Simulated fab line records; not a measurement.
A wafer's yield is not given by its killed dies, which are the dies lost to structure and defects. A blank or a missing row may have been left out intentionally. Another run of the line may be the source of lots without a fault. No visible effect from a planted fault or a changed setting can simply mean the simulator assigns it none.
Which tool is to blame? :: flow nand_harc :: 39 wafers from 13 lots sampled at 6 of the route's 1159 steps

WHAT THE GAUGES SHOWED, per wafer
NHARC_P_ZERO_WELL_CD_MEAS_52 targets a cd of 2000 nm. Usual: cd_nm at 1999.9 nm, with a standard deviation of 2.5.
lot: L119
measured: day 1 17:53
on: cd_sem-01
cd_nm (nm): 1996.3 2000.8 1998.6
flag: 

lot: L120
measured: day 1 23:46
on: cd_sem-03
cd_nm (nm): 2003.5 1998.4 1994.5
flag: 

lot: L122
measured: day 2 11:35
on: cd_sem-01
cd_nm (nm): 1998.7 1998.0 2000.9
flag: 

lot: L123
measured: day 2 17:45
on: cd_sem-02
cd_nm (nm): 1851.1 1849.8 1854.4
flag: OFF

lot: L129
measured: day 4 05:41
on: cd_sem-03
cd_nm (nm): 1999.7 1996.7 1996.6
flag: 

lot: L133
measured: day 5 07:04
on: cd_sem-02
cd_nm (nm): 2005.2 1999.4 2000.5
flag: 

lot: L134
measured: day 5 11:40
on: cd_sem-02
cd_nm (nm): 1999.3 1999.2 1998.9
flag: 

lot: L136
measured: day 5 23:46
on: cd_sem-01
cd_nm (nm): 2004.3 1997.8 2001.6
flag: 

lot: L137
measured: day 6 06:05
on: cd_sem-01
cd_nm (nm): 1998.2 2002.1 2002.2
flag: 

lot: L138
measured: day 6 11:46
on: cd_sem-03
cd_nm (nm): 1997.5 1999.2 1999.2
flag: 

lot: L139
measured: day 6 17:34
on: cd_sem-01
cd_nm (nm): 2004.3 1998.6 1996.3
flag: 

lot: L140
measured: day 6 23:52
on: cd_sem-02
cd_nm (nm): 2001.2 1995.0 1996.6
flag: 

lot: L141
measured: day 7 05:29
on: cd_sem-01
cd_nm (nm): 2002.8 2001.4 2000.6
flag: 

NHARC_P_STI_OCD_MEAS_43. Usual: trench_depth_nm 300 nm, standard deviation 6.8; trench_foot_cd_nm 160 nm, standard deviation 3.4.
lot: L119
measured: day 2 14:40
on: ocd-01
trench_depth_nm (nm): 305 299 308
trench_foot_cd_nm (nm): 165 159 159
flag: 

lot: L120
measured: day 2 19:38
on: ocd-02
trench_depth_nm (nm): 286 307 295
trench_foot_cd_nm (nm): 166 162 161
flag: 

lot: L122
measured: day 3 03:45
on: ocd-01
trench_depth_nm (nm): 295 300 295
trench_foot_cd_nm (nm): 153 154 155
flag: 

lot: L123
measured: day 3 13:43
on: ocd-02
trench_depth_nm (nm): 300 293 301
trench_foot_cd_nm (nm): 156 157 158
flag: 

lot: L129
measured: day 4 21:55
on: ocd-02
trench_depth_nm (nm): 299 302 298
trench_foot_cd_nm (nm): 159 168 163
flag: 

lot: L133
measured: day 6 02:53
on: ocd-02
trench_depth_nm (nm): 311 297 307
trench_foot_cd_nm (nm): 160 159 158
flag: 

lot: L134
measured: day 6 03:02
on: ocd-01
trench_depth_nm (nm): 298 299 299
trench_foot_cd_nm (nm): 167 164 162
flag: 

lot: L136
measured: day 6 19:40
on: ocd-02
trench_depth_nm (nm): 298 295 301
trench_foot_cd_nm (nm): 160 158 154
flag: 

lot: L137
measured: day 7 00:37
on: ocd-01
trench_depth_nm (nm): 305 288 289
trench_foot_cd_nm (nm): 159 161 165
flag: 

lot: L138
measured: day 7 08:58
on: ocd-01
trench_depth_nm (nm): 311 288 298
trench_foot_cd_nm (nm): 161 163 157
flag: 

lot: L139
measured: day 7 08:49
on: ocd-01
trench_depth_nm (nm): 302 307 306
trench_foot_cd_nm (nm): 155 156 156
flag: 

lot: L140
measured: day 7 20:19
on: ocd-02
trench_depth_nm (nm): 302 300 298
trench_foot_cd_nm (nm): 163 157 157
flag: 

lot: L141
measured: day 7 20:28
on: ocd-01
trench_depth_nm (nm): 300 294 303
trench_foot_cd_nm (nm): 160 155 156
flag: 

NHARC_END_SORT_01. Usual: killed_at_array 24, standard deviation 8.7; killed_at_other 0.8, standard deviation 1.2; killed_at_periphery 3.6, standard deviation 2.3; killed_dies 28, standard deviation 8.9; killed_open 3.2, standard deviation 1.9; killed_short 2.0, standard deviation 1.6.
lot: L123
measured: day 21 00:05
on: prober-01
killed_at_array: 10 13
killed_at_other: 0 0
killed_at_periphery: 5 5
killed_dies: 15 18
killed_open: 5 4
killed_short: 0 1
flag: 

lot: L129
measured: day 21 16:42
on: prober-01
killed_at_array: 32 28 39
killed_at_other: 0 0 0
killed_at_periphery: 4 5 5
killed_dies: 36 33 44
killed_open: 3 4 1
killed_short: 0 2 0
flag: 

lot: L133
measured: day 24 01:56
on: prober-01
killed_at_array: 31 42 42
killed_at_other: 1 1 0
killed_at_periphery: 0 1 3
killed_dies: 32 44 45
killed_open: 1 3 8
killed_short: 0 0 1
flag: 

lot: L134
measured: day 24 10:32
on: prober-01
killed_at_array: 36 28 34
killed_at_other: 1 0 2
killed_at_periphery: 2 1 3
killed_dies: 39 29 39
killed_open: 5 2 1
killed_short: 3 5 4
flag: 

lot: L137
measured: day 24 18:20
on: prober-01
killed_at_array: 7 11 12
killed_at_other: 0 1 1
killed_at_periphery: 3 6 5
killed_dies: 10 18 18
killed_open: 3 1 2
killed_short: 0 3 2
flag: 

lot: L138
measured: day 25 02:13
on: prober-02
killed_at_array: 21 24 29
killed_at_other: 0 1 0
killed_at_periphery: 5 3 3
killed_dies: 26 28 32
killed_open: 1 3 4
killed_short: 1 1 1
flag: 

WHAT TOOL EACH LOT RAN ON (gives the tool, then ch and the chambers of the sampled wafers, and finally the start)
lot: L119
NHARC_P_ZERO_WELL_EXPOSE_49: krf_scanner-01 ch 0, day 1 17:44
NHARC_P_STI_ETCH_31: rie_diel-11 ch 0,2,3, day 2 14:40 or earlier
NHARC_P_STI_CMP_21: cmp-01 ch 0,1,2, day 3 08:08

lot: L120
NHARC_P_ZERO_WELL_EXPOSE_49: krf_scanner-03 ch 0, day 1 23:36
NHARC_P_STI_ETCH_31: rie_diel-05 ch 0,2,3, day 2 19:38 or earlier
NHARC_P_STI_CMP_21: cmp-01 ch 0,1,3, day 3 14:23

lot: L122
NHARC_P_ZERO_WELL_EXPOSE_49: krf_scanner-04 ch 0, day 2 11:25
NHARC_P_STI_ETCH_31: rie_diel-11 ch 1,2, day 3 03:45 or earlier
NHARC_P_STI_CMP_21: cmp-04 ch 1,3, day 4 00:41

lot: L123
NHARC_P_ZERO_WELL_EXPOSE_49: krf_scanner-01 ch 0, day 2 17:35
NHARC_P_STI_ETCH_31: rie_diel-11 ch 0,1,2, day 3 13:43 or earlier
NHARC_P_STI_CMP_21: cmp-04 ch 0,1,2, day 4 09:21

lot: L129
NHARC_P_ZERO_WELL_EXPOSE_49: krf_scanner-04 ch 0, day 4 05:32
NHARC_P_STI_ETCH_31: rie_diel-08 ch 0,1, day 4 21:55 or earlier
NHARC_P_STI_CMP_21: cmp-04 ch 0,2, day 5 15:18

lot: L133
NHARC_P_ZERO_WELL_EXPOSE_49: krf_scanner-04 ch 0, day 5 06:55
NHARC_P_STI_ETCH_31: rie_diel-11 ch 0,1,2, day 6 02:53 or earlier
NHARC_P_STI_CMP_21: cmp-04 ch 0,1,3, day 6 21:06

lot: L134
NHARC_P_ZERO_WELL_EXPOSE_49: krf_scanner-04 ch 0, day 5 11:31
NHARC_P_STI_ETCH_31: rie_diel-08 ch 0,1,3, day 6 03:02 or earlier
NHARC_P_STI_CMP_21: cmp-01 ch 0,3, day 6 21:07

lot: L136
NHARC_P_ZERO_WELL_EXPOSE_49: krf_scanner-04 ch 0, day 5 23:37
NHARC_P_STI_ETCH_31: rie_diel-11 ch 0,2, day 6 19:40 or earlier
NHARC_P_STI_CMP_21: cmp-01 ch 1,3, day 7 16:09

lot: L137
NHARC_P_ZERO_WELL_EXPOSE_49: krf_scanner-01 ch 0, day 6 05:56
NHARC_P_STI_ETCH_31: rie_diel-08 ch 0,2, day 7 00:37 or earlier
NHARC_P_STI_CMP_21: cmp-04 ch 0,1,3, day 7 16:08

lot: L138
NHARC_P_ZERO_WELL_EXPOSE_49: krf_scanner-01 ch 0, day 6 11:36
NHARC_P_STI_ETCH_31: rie_diel-08 ch 0,1,3, day 7 08:58 or earlier
NHARC_P_STI_CMP_21: cmp-04 ch 0,2,3, day 8 08:52

lot: L139
NHARC_P_ZERO_WELL_EXPOSE_49: krf_scanner-01 ch 0, day 6 17:24
NHARC_P_STI_ETCH_31: rie_diel-05 ch 1,3, day 7 08:49 or earlier
NHARC_P_STI_CMP_21: cmp-03 ch 1,2,3, day 8 08:53

lot: L140
NHARC_P_ZERO_WELL_EXPOSE_49: krf_scanner-04 ch 0, day 6 23:43
NHARC_P_STI_ETCH_31: rie_diel-08 ch 1,2,3, day 7 20:19 or earlier
NHARC_P_STI_CMP_21: cmp-04 ch 0,1, day 8 20:05

lot: L141
NHARC_P_ZERO_WELL_EXPOSE_49: krf_scanner-03 ch 0, day 7 05:19
NHARC_P_STI_ETCH_31: rie_diel-11 ch 0,1, day 7 20:28 or earlier
NHARC_P_STI_CMP_21: cmp-03 ch 1,2, day 8 20:04
- NHARC_P_ZERO_WELL_EXPOSE_49: exposes mask P HVPW, target cd 2000 nm.
- NHARC_P_STI_ETCH_31: etches the open film in CF4/CHF3, target depth 108.9 nm, time 54.5 s.
- NHARC_P_STI_CMP_21: polishes, t overpolish 20 s, target thk 380.67 nm.

AS READ BY THE TOOLS THEMSELVES (means over the sampled wafers that have a number; for cases with no such wafer, the mark the record gives instead)
NHARC_P_STI_ETCH_31. Usual: drypump_motor_current_A 5.8 A, standard deviation 0.46; oes_product_au 0.966 a.u., standard deviation 0.015; rf_vpp_V 370.5 V, standard deviation 2.4; showerhead_plenum_p_Torr 1.57 Torr, standard deviation 0.069; throttle_valve_pct 16.803 %, standard deviation 0.009.
lot: L119
tool: rie_diel-11
drypump_motor_current_A (A): 5.6
oes_product_au (a.u.): 0.968
rf_vpp_V (V): 370.2
showerhead_plenum_p_Torr (Torr): 1.56
throttle_valve_pct (%): 16.812
flag: 

lot: L120
tool: rie_diel-05
drypump_motor_current_A (A): 6.1
oes_product_au (a.u.): 0.966
rf_vpp_V (V): 369.0
showerhead_plenum_p_Torr (Torr): 1.55
throttle_valve_pct (%): 16.810
flag: 

lot: L122
tool: rie_diel-11
drypump_motor_current_A (A): 5.6
oes_product_au (a.u.): 0.973
rf_vpp_V (V): 368.9
showerhead_plenum_p_Torr (Torr): 1.54
throttle_valve_pct (%): 16.801
flag: 

lot: L123
tool: rie_diel-11
drypump_motor_current_A (A): 5.7
oes_product_au (a.u.): 0.973
rf_vpp_V (V): 369.8
showerhead_plenum_p_Torr (Torr): 1.54
throttle_valve_pct (%): 16.808
flag: 

lot: L129
tool: rie_diel-08
drypump_motor_current_A (A): 6.4
oes_product_au (a.u.): 0.935
rf_vpp_V (V): 373.2
showerhead_plenum_p_Torr (Torr): 1.64
throttle_valve_pct (%): 16.808
flag: 

lot: L133
tool: rie_diel-11
drypump_motor_current_A (A): 5.7
oes_product_au (a.u.): 0.950
rf_vpp_V (V): 370.2
showerhead_plenum_p_Torr (Torr): 1.54
throttle_valve_pct (%): 16.790
flag: 

lot: L134
tool: rie_diel-08
drypump_motor_current_A (A): 6.0
oes_product_au (a.u.): 0.960
rf_vpp_V (V): 370.9
showerhead_plenum_p_Torr (Torr): 1.60
throttle_valve_pct (%): 16.806
flag: 

lot: L136
tool: rie_diel-11
drypump_motor_current_A (A): 5.6
oes_product_au (a.u.): 0.981
rf_vpp_V (V): 367.7
showerhead_plenum_p_Torr (Torr): 1.51
throttle_valve_pct (%): 16.792
flag: 

lot: L137
tool: rie_diel-08
drypump_motor_current_A (A): 5.9
oes_product_au (a.u.): 0.958
rf_vpp_V (V): 372.1
showerhead_plenum_p_Torr (Torr): 1.62
throttle_valve_pct (%): 16.807
flag: 

lot: L138
tool: rie_diel-08
drypump_motor_current_A (A): 6.0
oes_product_au (a.u.): 0.967
rf_vpp_V (V): 371.7
showerhead_plenum_p_Torr (Torr): 1.60
throttle_valve_pct (%): 16.803
flag: 

lot: L139
tool: rie_diel-05
drypump_motor_current_A (A): 6.4
oes_product_au (a.u.): 0.972
rf_vpp_V (V): 373.4
showerhead_plenum_p_Torr (Torr): 1.64
throttle_valve_pct (%): 16.802
flag: 

lot: L140
tool: rie_diel-08
drypump_motor_current_A (A): 5.8
oes_product_au (a.u.): 0.973
rf_vpp_V (V): 370.2
showerhead_plenum_p_Torr (Torr): 1.54
throttle_valve_pct (%): 16.803
flag: 

lot: L141
tool: rie_diel-11
drypump_motor_current_A (A): 5.8
oes_product_au (a.u.): 0.979
rf_vpp_V (V): 370.4
showerhead_plenum_p_Torr (Torr): 1.58
throttle_valve_pct (%): 16.808
flag: 

NHARC_P_STI_CMP_21. Usual: motor_current_A 12.1 A, standard deviation 0.78; overpolish_run_s 20.001 s, standard deviation 0.0097; slurry_filter_dp_kPa 13.49 kPa, standard deviation 0.12.
lot: L119
tool: cmp-01
motor_current_A (A): 12.2
overpolish_run_s (s): 19.995
slurry_filter_dp_kPa (kPa): 13.61
flag: 

lot: L120
tool: cmp-01
motor_current_A (A): 11.6
overpolish_run_s (s): 20.001
slurry_filter_dp_kPa (kPa): 13.44
flag: 

lot: L122
tool: cmp-04
motor_current_A (A): 12.6
overpolish_run_s (s): 20.002
slurry_filter_dp_kPa (kPa): 13.58
flag: 

lot: L123
tool: cmp-04
motor_current_A (A): 12.1
overpolish_run_s (s): 20.000
slurry_filter_dp_kPa (kPa): 13.48
flag: 

lot: L129
tool: cmp-04
motor_current_A (A): 12.1
overpolish_run_s (s): 20.008
slurry_filter_dp_kPa (kPa): 13.39
flag: 

lot: L133
tool: cmp-04
motor_current_A (A): 12.5
overpolish_run_s (s): 20.003
slurry_filter_dp_kPa (kPa): 13.44
flag: 

lot: L134
tool: cmp-01
motor_current_A (A): 11.7
overpolish_run_s (s): 19.995
slurry_filter_dp_kPa (kPa): 13.52
flag: 

lot: L136
tool: cmp-01
motor_current_A (A): 12.0
overpolish_run_s (s): 20.001
slurry_filter_dp_kPa (kPa): 13.42
flag: 

lot: L137
tool: cmp-04
motor_current_A (A): 12.7
overpolish_run_s (s): 19.993
slurry_filter_dp_kPa (kPa): 13.51
flag: 

lot: L138
tool: cmp-04
motor_current_A (A): 12.2
overpolish_run_s (s): 20.009
slurry_filter_dp_kPa (kPa): 13.40
flag: 

lot: L139
tool: cmp-03
motor_current_A (A): 11.6
overpolish_run_s (s): 20.010
slurry_filter_dp_kPa (kPa): 13.52
flag: 

lot: L140
tool: cmp-04
motor_current_A (A): 12.7
overpolish_run_s (s): 20.004
slurry_filter_dp_kPa (kPa): 13.59
flag: 

lot: L141
tool: cmp-03
motor_current_A (A): 11.9
overpolish_run_s (s): 20.006
slurry_filter_dp_kPa (kPa): 13.61
flag: 

THE ANSWER, worked out from the rows above alone
Rule: a lot is off if the mean of its wafers that have a number lies more than 3 standard deviations from the usual mean. A lot without any number at a reading at which 4 lots or more have one is off too. Where the step has rows for the other lots, those lots are counted as sound. After the gauges, taken in route order, come the tools' own readings; for these a lot's mean is taken, as printed above. At the first step where some lot is off, the reading lying furthest off is the one used; lots without a number count as furthest.
Off, at NHARC_P_ZERO_WELL_CD_MEAS_52 on cd_nm: L123.
A tool fits if, at a process step before that reading, it ran every lot that is off, and no sound lot after the first of them. The gauges at NHARC_P_ZERO_WELL_CD_MEAS_52 are tried like those tools. Of those tried, none fits.

WHAT HAD BEEN PUT IN BY THE SIMULATOR
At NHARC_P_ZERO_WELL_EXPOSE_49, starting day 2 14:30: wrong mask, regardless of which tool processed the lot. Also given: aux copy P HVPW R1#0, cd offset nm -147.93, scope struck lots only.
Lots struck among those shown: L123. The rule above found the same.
